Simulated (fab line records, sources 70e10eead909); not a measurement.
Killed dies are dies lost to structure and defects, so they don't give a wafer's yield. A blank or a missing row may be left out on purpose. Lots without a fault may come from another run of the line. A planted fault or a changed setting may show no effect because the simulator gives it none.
fab line records | flow nand_harc | part 2 of 2: steps 32 to 41 of 41
record lots=5 wafers=15 last_day=23
route steps=1159 shown P_ZERO_WELL@28
lots that met no fault: from a run of the same line without faults
start_h: hours from the record's first day to the start of the lot's first wafer shown | wait_h: hours since the lot's step before | " the same as in the row above | L1.1+2: a row that stands for several wafers | - no value, or no start given | * or withheld: withheld | < > ~ a bound
route shown NAME@n: a module of which the file shows steps, and the number in the route of the first | usual: mean/standard deviation of fault-free wafers | same: alike in all rows | chamber/n: place in a boat | sites: the reading at each site | _std_site: their standard deviation | _edge_site: outer sites' mean less inner sites' | radius_mm: how far each site lies from the wafer's centre | mask NAME#n: copy n | behind: the tool/chamber that last shaped the wafer | hold: why the lot was held/for how many hours/how that ended | device: the transistor (n, p or np) that didn't switch | end of line: the same wafers' tests at the end of the route | a step without rows: its recipe alone | killed: dies lost to structure and defects at the first sort, not the wafer's yield | map: a wafer's dies, x killed, . not, _ none there
set.NAME: the setting as run; set.NAME@STEP: as run at that earlier step | model.NAME: the simulator's own value behind a step, which no gauge read
lots at some steps of the route; a table a step, a row a wafer
services: from which hour (start_h, from the record's first day; less than 0 if before it) a tool's chamber was out of use, for how many hours, and why
## steps
# step NHARC_P_ZERO_WELL_CD_MEAS_52
# recipe target_cd_nm=2000 landing_energy_ev=500
# usual cd_nm=2000.3/1.2
# columns lot.wafer tool chamber start_h wait_h cd_nm
L075.1 cd_sem-01 0 23.82 - 2000.6
L075.4 " 0 " " 1999.4
L075.6 " 0 " " 1995.6
L081.2 cd_sem-01 0 59.83 - 2000.6
L081.3 " 0 " " 2000.1
L081.5 " 0 " " 2001.3
L088.3 cd_sem-02 0 101.69 - 2001.2
L088.5 " 0 " " 1998.9
L088.6 " 0 " " 1999.9
L092.2 cd_sem-03 0 125.94 - 2001.5
L092.5 " 0 " " 2001.8
L092.6 " 0 " " 2000.0
L093.2 cd_sem-01 0 131.63 - 2000.5
L093.3 " 0 " " 2000.0
L093.6 " 0 " " 2001.0
# step NHARC_P_ZERO_WELL_HARDBAKE_53
# recipe temp_c=125 time_s=80
# columns lot.wafer tool chamber start_h wait_h
L075.1+4+6 litho_track-07 0 23.92 -
L081.2+3+5 litho_track-03 0 59.91 -
L088.3+5+6 litho_track-03 0 101.77 -
L092.2+5+6 litho_track-03 0 126.02 -
L093.2+3+6 litho_track-07 0 131.71 -
# step NHARC_P_ZERO_WELL_DESCUM_54
# recipe time_s=3 o2_flow_sccm=200 ar_flow_sccm=0 bias_power_w=0 chemistry=O2
# usual drypump_motor_current_A=6.0/0.35 oes_product_au=1.002/0.008 rf_vpp_V=57.8/0.99 showerhead_plenum_p_Torr=1.92/0.098 throttle_valve_pct=11.311/0.0094
# columns lot.wafer tool chamber start_h wait_h drypump_motor_current_A oes_product_au rf_hours_counter_h rf_vpp_V showerhead_plenum_p_Torr throttle_valve_pct
L075.4 rie_diel-13 0 24.02 - 6.1 0.992 8 57.6 1.79 11.317
L075.1 " 1 " " 5.6 1.003 8 56.1 1.85 11.301
L075.6 " 3 " " 6.5 1.017 - 57.9 1.93 11.326
L081.2 rie_diel-08 3 60.00 - 6.2 0.998 6 58.4 2.07 11.318
L081.3 " 0 " " 5.8 0.998 7 58.0 1.82 11.293
L081.5 " 2 " " 5.6 1.014 - 57.8 1.81 11.316
L088.3 rie_diel-08 2 101.84 - 5.6 1.004 10 56.4 1.81 11.320
L088.6 " 2 " " 5.6 1.019 - 56.6 1.81 11.318
L088.5 " 3 " " 6.2 0.998 - 58.7 2.07 11.310
L092.2 rie_diel-11 3 126.14 - 6.4 1.001 5 56.4 1.94 11.297
L092.6 " 0 " " 5.7 1.002 - 55.9 1.85 11.307
L092.5 " 1 " " 5.5 0.993 - 59.2 2.03 11.316
L093.3 rie_diel-11 0 131.78 - 5.7 1.000 5 56.8 1.85 11.316
L093.2 " 1 " " 5.5 0.999 6 58.0 2.03 11.320
L093.6 " 1 " " 5.5 1.010 - 58.5 2.03 11.311
# step NHARC_P_ZERO_WELL_IMPLANT_55
# recipe energy_kev=180 dose_cm2=8e+11 tilt_deg=7
# usual dose_ions_cm2=7.999e+11/9e+08 faraday_current_uA=10.13/0.2
# columns lot.wafer tool chamber start_h wait_h dose_ions_cm2 faraday_current_uA
L075.1 implanter-02 0 24.14 0.1 8.001e+11 10.14
L075.4 " 0 " " 7.985e+11 10.06
L075.6 " 0 " " 8.011e+11 10.01
L081.2 implanter-02 0 60.16 0.2 7.991e+11 9.87
L081.3 " 0 " " 7.999e+11 10.47
L081.5 " 0 " " 7.992e+11 9.58
L088.3 implanter-01 0 102.05 0.2 8.005e+11 10.17
L088.5 " 0 " " 8e+11 10.18
L088.6 " 0 " " 7.999e+11 10.22
L092.2 implanter-02 0 126.28 0.1 7.991e+11 10.20
L092.5 " 0 " " 7.998e+11 10.28
L092.6 " 0 " " 7.998e+11 9.89
L093.2 implanter-02 0 131.96 0.2 7.986e+11 10.12
L093.3 " 0 " " 7.999e+11 10.14
L093.6 " 0 " " 8.003e+11 10.57
# step NHARC_P_ZERO_WELL_IMPLANT_61
# recipe energy_kev=30 dose_cm2=5e+11 tilt_deg=7
# usual dose_ions_cm2=5e+11/5.4e+08 faraday_current_uA=6.34/0.14
# columns lot.wafer tool chamber start_h wait_h dose_ions_cm2 faraday_current_uA
L075.1 implanter-02 0 24.32 0.2 4.995e+11 6.59
L075.4 " 0 " " 5.002e+11 6.29
L075.6 " 0 " " 5.005e+11 6.31
L081.2 implanter-02 0 60.34 0.2 4.996e+11 6.35
L081.3 " 0 " " 4.998e+11 6.41
L081.5 " 0 " " 4.996e+11 6.17
L088.3 implanter-01 0 102.23 0.1 4.998e+11 6.36
L088.5 " 0 " " 5.005e+11 6.06
L088.6 " 0 " " 4.993e+11 6.39
L092.2 implanter-02 0 126.46 0.2 5.003e+11 6.37
L092.5 " 0 " " 5.008e+11 6.38
L092.6 " 0 " " 5.003e+11 6.46
L093.2 implanter-02 0 132.14 0.2 5.004e+11 6.16
L093.3 " 0 " " 5.004e+11 6.50
L093.6 " 0 " " 5.002e+11 6.53
# step NHARC_P_ZERO_WELL_STRIP_56
# recipe time_s=840 temp_c=130 chemistry=SPM
# usual bath_heat_duty_pct=15.1/1.4
# columns lot.wafer tool chamber start_h wait_h bath_heat_duty_pct
L075.6 wet_bench-02 1 24.54 0.0 16.5
L075.1 " 3 " " 14.7
L075.4 " 5 " " 13.3
L081.5 wet_bench-02 6 60.56 0.1 14.1
L081.3 " 0 " " 12.7
L081.2 " 1 " " 15.9
L088.3 wet_bench-02 1 102.41 0.2 15.0
L088.6 " 2 " " 15.3
L088.5 " 3 " " 15.0
L092.5 wet_bench-06 4 126.65 0.1 14.7
L092.2 " 6 " " 15.5
L092.6 " 7 " " 15.8
L093.6 wet_bench-09 5 132.32 0.0 14.8
L093.2 " 7 " " 14.8
L093.3 " 0 " " 16.6
# step NHARC_P_ZERO_WELL_PRECLEAN_68
# recipe time_s=60 temp_c=50 bath_age_min=0 chemistry=SC1
# usual bath_heat_duty_pct=7.2/0.7
# columns lot.wafer tool chamber start_h wait_h bath_heat_duty_pct
L075.6 wet_bench-02 1 - - 7.1
L075.1 " 3 " " 6.1
L075.4 " 5 " " 6.5
L081.5 wet_bench-02 6 - - 5.9
L081.3 " 0 " " 6.5
L081.2 " 1 " " 7.8
L088.3 wet_bench-02 1 - - 7.8
L088.6 " 2 " " 7.9
L088.5 " 3 " " 7.4
L092.5 wet_bench-06 4 - - 7.2
L092.2 " 6 " " 6.3
L092.6 " 7 " " 7.7
L093.6 wet_bench-09 5 - - 7.3
L093.2 " 7 " " 7.9
L093.3 " 0 " " 7.7
# step NHARC_P_ZERO_WELL_SRD_69
# columns lot.wafer tool chamber start_h wait_h
L075.6+1+4 wet_bench-02 1,3,5 - -
L081.5+3+2 wet_bench-02 6,0,1 - -
L088.3+6+5 wet_bench-02 1,2,3 - -
L092.5+2+6 wet_bench-06 4,6,7 - -
L093.6+2+3 wet_bench-09 5,7,0 - -
# step NHARC_P_ZERO_WELL_RTA_42
# recipe temp_c=1100 time_s=300
# usual lamp_power_pct=37/4.7 lamp_zone_6_pct=37/4.7 wafer_temp_C_max=1105.3/1.6
# columns lot.wafer tool chamber start_h wait_h lamp_power_pct lamp_zone_6_pct wafer_temp_C_max
L075.1 rtp_anneal-01 0 24.98 - 42 42 1106.3
L075.4 " 0 " " 42 42 1105.4
L075.6 " 0 " " 42 42 1106.4
L081.2 rtp_anneal-01 0 61.16 - 42 42 1107.4
L081.3 " 0 " " 42 42 1106.8
L081.5 " 0 " " 42 42 1104.1
L088.3 rtp_anneal-02 0 103.12 - 33 33 1103.8
L088.5 " 0 " " 33 33 1102.5
L088.6 " 0 " " 33 33 1105.8
L092.2 rtp_anneal-01 0 127.19 - 42 42 1106.1
L092.5 " 0 " " 42 42 1105.9
L092.6 " 0 " " 42 42 1104.2
L093.2 rtp_anneal-02 0 132.87 - 33 33 1104.2
L093.3 " 0 " " 33 33 1103.3
L093.6 " 0 " " 33 33 1104.8
# step NHARC_P_ZERO_WELL_INSPECT_43
# usual raw_defect_count=13/5.9
# columns lot.wafer tool chamber start_h wait_h raw_defect_count
L075.1 defect_inspect-01 - 25.65 0.6 14
L075.4 " - " " 20
L075.6 " - " " 4
L081.2 defect_inspect-01 - 61.74 0.5 15
L081.3 " - " " 12
L081.5 " - " " 13
L088.3 defect_inspect-02 - 103.58 0.4 8
L088.5 " - " " 12
L088.6 " - " " 24
L092.2 defect_inspect-01 - 127.77 0.5 3
L092.5 " - " " 11
L092.6 " - " " 12
L093.2 defect_inspect-02 - 133.45 0.5 8
L093.3 " - " " 16
L093.6 " - " " 16
## services
# columns tool chamber start_h hours kind
wet_bench-02 - 4.00 8.0 pm
rie_diel-13 3 4.35 12.6 repair
rie_diel-11 - 12.50 9.0 pm
rie_diel-13 2 13.25 6.1 repair
litho_track-07 - 14.00 7.0 pm
wet_bench-06 - 16.39 2.2 repair
krf_scanner-04 - 29.03 3.6 repair
litho_track-03 - 38.00 7.0 pm
krf_scanner-02 - 38.02 4.0 pm
rie_diel-11 - 55.18 41.2 repair
wet_bench-09 - 59.05 1.6 repair
litho_track-05 - 62.00 7.0 pm
rie_diel-13 1 62.11 11.5 repair
krf_scanner-04 - 63.52 0.7 repair
krf_scanner-03 - 71.18 0.1 repair
krf_scanner-03 - 75.31 3.1 repair
rie_diel-13 3 83.73 34.6 repair
implanter-02 - 85.00 13.0 pm
rie_diel-13 - 99.00 9.0 pm
wet_bench-09 - 112.80 8.0 pm
rie_diel-08 - 124.84 9.0 pm
krf_scanner-04 - 126.00 4.0 pm
wet_bench-06 - 129.60 8.0 pm
implanter-01 - 130.39 2.1 repair
